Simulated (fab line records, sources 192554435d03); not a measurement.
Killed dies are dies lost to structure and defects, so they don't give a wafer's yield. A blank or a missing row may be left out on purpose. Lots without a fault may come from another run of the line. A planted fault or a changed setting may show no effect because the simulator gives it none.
A struck lot beside a sound one | flow n5_finfet | 38 steps out of a route of 1938
Sound: wafers L331.2, L331.3, L331.6. Struck: wafer L343.1. (L343.2, L343.4 of the same lot were not struck and are left out.) The cause comes at the end.
At each step with rows: each side's tool, then ch and its chambers, then its first start. Under that, the readings that differ: sound wafers | struck wafers | difference of the means | sigmas: that difference in standard deviations of wafers without a fault.
alike: readings whose means differ by less than 2 such deviations, and words and numbers that are the same on both sides. not compared: withheld readings, readings that some wafer has no value for, bounds like >300 that may hide the same value, and numbers for which the record gives no deviation and whose values overlap.
The two part at a step that has a row with sigmas, a row that says differs or no value, or rows on one side only. Numbers that don't overlap but have no deviation are shown without sigmas and don't part them. A reading that every wafer of one side lacks parts them only if that side has two wafers or more.

first, 9 steps without rows for these wafers: N5_SDB_PRECLEAN_38 (cleans in dHF, time 10 s); N5_SDB_PRECLEAN_39 (cleans in O3/DIW, time 45 s); N5_SDB_SRD_28 (time 30 s); N5_SDB_ALD_29 (deposits SiNx, target thk 30 nm, pulse time 1 s, ald cycles 600); N5_SDB_CMP_30 (polishes, stops on poly-Si, t overpolish 1.54 s, target thk 30 nm); N5_DUMMY_REMOVAL_HM_STRIP_01 (strips SiNx in CH3F/O2, stops on poly-Si, target depth 4 nm, time 6.8 s); N5_DUMMY_REMOVAL_STRIP_10 (strips in N2/H2, time 40 s); N5_DUMMY_REMOVAL_PRECLEAN_07 (cleans in dHF, time 30 s); N5_DUMMY_REMOVAL_DUMMY_REMOVE_02 (chemistry TMAH, target poly-Si, stops on SiO2, target depth 142 nm, time 57 s, rinse time 30 s).
N5_DUMMY_REMOVAL_PRECLEAN_08: cleans in NF3:NH3, afs cycles 2, time 20 s, sublimation time 60 s.
  sound on remote_plasma-02 ch 0, day 4 11:31; struck on remote_plasma-02 ch 1, day 7 11:31
then, 26 steps without rows for these wafers: N5_DUMMY_REMOVAL_PRECLEAN_04 (cleans in DHF, time 37 s); N5_DUMMY_REMOVAL_SRD_05 (time 30 s); N5_HKMG_FIN_IL_REGROW_00 (material SiO2, chemistry O3, target thk 0.75 nm, time 30 s); N5_HKMG_FIN_HK_ALD_01 (deposits HfO2, target thk 1.6 nm, pulse time 3 s, purge time 3 s); N5_HKMG_FIN_HK_ANNEAL_02 (time 30 s); N5_HKMG_FIN_ALD_74 (deposits La2O3, target thk 0.5 nm, pulse time 6 s, co reactant pulse time 1 s); N5_HKMG_FIN_ALD_75 (deposits Al2O3, target thk 1 nm, co reactant pulse time 1 s); N5_HKMG_FIN_COAT_41 (time 60 s, resist thk 300 nm); N5_HKMG_FIN_COAT_42 (time 60 s, resist thk 35 nm); N5_HKMG_FIN_COAT_43 (resist thk 90 nm); N5_HKMG_FIN_EBR_45; N5_HKMG_FIN_SOFTBAKE_44 (time 60 s); N5_HKMG_FIN_EXPOSE_46 (exposes mask NDIPOLE); N5_HKMG_FIN_PEB_47 (peb time 60 s); N5_HKMG_FIN_DEVELOP_48 (develop time 30 s); N5_HKMG_FIN_DESCUM_53 (chemistry O2, time 7.9 s); N5_HKMG_FIN_ETCH_54 (etches SiARC in CF4, target depth 45.5 nm, time 75.8 s); N5_HKMG_FIN_ETCH_55 (etches SOC in N2/H2, target depth 240 nm, time 300 s); N5_HKMG_FIN_STRIP_56 (strips in N2/H2); N5_HKMG_FIN_STRIP_57 (strips in CF4); N5_HKMG_FIN_ETCH_58 (etches SOC in N2/H2, target depth 215.8 nm, time 741 s); N5_HKMG_FIN_STRIP_93 (strips SOC in N2/H2, time 20 s); N5_HKMG_FIN_WET_ETCH_76 (etches Al2O3 in dNH4OH, stops on La2O3, target depth 2.25 nm, rinse time 30 s); N5_HKMG_FIN_STRIP_60 (strips in N2/H2, time 360 s); N5_HKMG_FIN_WET_ETCH_77 (etches La2O3 in dHCl, stops on HfO2, target depth 2 nm); N5_HKMG_FIN_WET_ETCH_78 (etches Al2O3 in dNH4OH, stops on La2O3, target depth 4.5 nm, rinse time 30 s).
-- the record jumps here: 4 days lie between the struck wafers' starts before and after (it left off in module HKMG_FIN and takes up again in module BEOL_M4, whose first step shown is number 1111 of the route) --
N5_BEOL_M4_RC_MEAS_101:
  sound on prober-01 ch 0, day 8 13:46; struck on prober-01 ch 0, day 11 16:22
  reading            | sound                | struck | difference | sigmas
  DIBL_N (mV/V)      | 35.2 37.7 37.4       | 44.1   | +7.3       | +4
  DIBL_P (mV/V)      | 36.4 38.3 38.8       | 46.5   | +8.7       | +4
  EOT_N              | 10.50 10.54 10.57    | 12.86  | +2.32      | +23
  EOT_P              | 10.40 10.32 10.42    | 12.92  | +2.54      | +23
  IGATE_N (nA/um)    | 0.0138 0.0152 0.0139 | 0.0009 | -0.0134    | -6
  IGATE_P (nA/um)    | 0.0040 0.0044 0.0041 | 0.0003 | -0.0039    | -6
  IOFF_N (nA/um)     | 0.15 0.21 0.19       | 0.32   | +0.14      | +4
  IOFF_N_85C (nA/um) | 3.1 3.9 3.8          | 5.5    | +1.9       | +3
  IOFF_N_LIN (nA/um) | 0.070 0.090 0.087    | 0.145  | +0.063     | +5
  IOFF_P (nA/um)     | 0.22 0.26 0.26       | 0.39   | +0.14      | +4
  IOFF_P_85C (nA/um) | 3.8 4.3 4.4          | 5.9    | +1.7       | +3
  IOFF_P_LIN (nA/um) | 0.102 0.116 0.117    | 0.170  | +0.058     | +4
  ION_N (uA/um)      | 673 691 680          | 658    | -23        | -2
  ION_P (uA/um)      | 459 470 462          | 448    | -16        | -2
  alike: SS_N, SS_P, VT_N, VT_P
-- the record jumps here: 5 days lie between the struck wafers' starts before and after (it left off in module BEOL_M4 and takes up again in module PASSIVATION, whose first step shown is number 1936 of the route) --
N5_PASSIVATION_PROBE_49:
  the record has rows for the struck wafers here (prober-01, day 16 07:06) and none for the sound ones

WHERE THEY PART
First at N5_BEOL_M4_RC_MEAS_101; last, within this record, at N5_PASSIVATION_PROBE_49.

WHY: what the simulator had put in
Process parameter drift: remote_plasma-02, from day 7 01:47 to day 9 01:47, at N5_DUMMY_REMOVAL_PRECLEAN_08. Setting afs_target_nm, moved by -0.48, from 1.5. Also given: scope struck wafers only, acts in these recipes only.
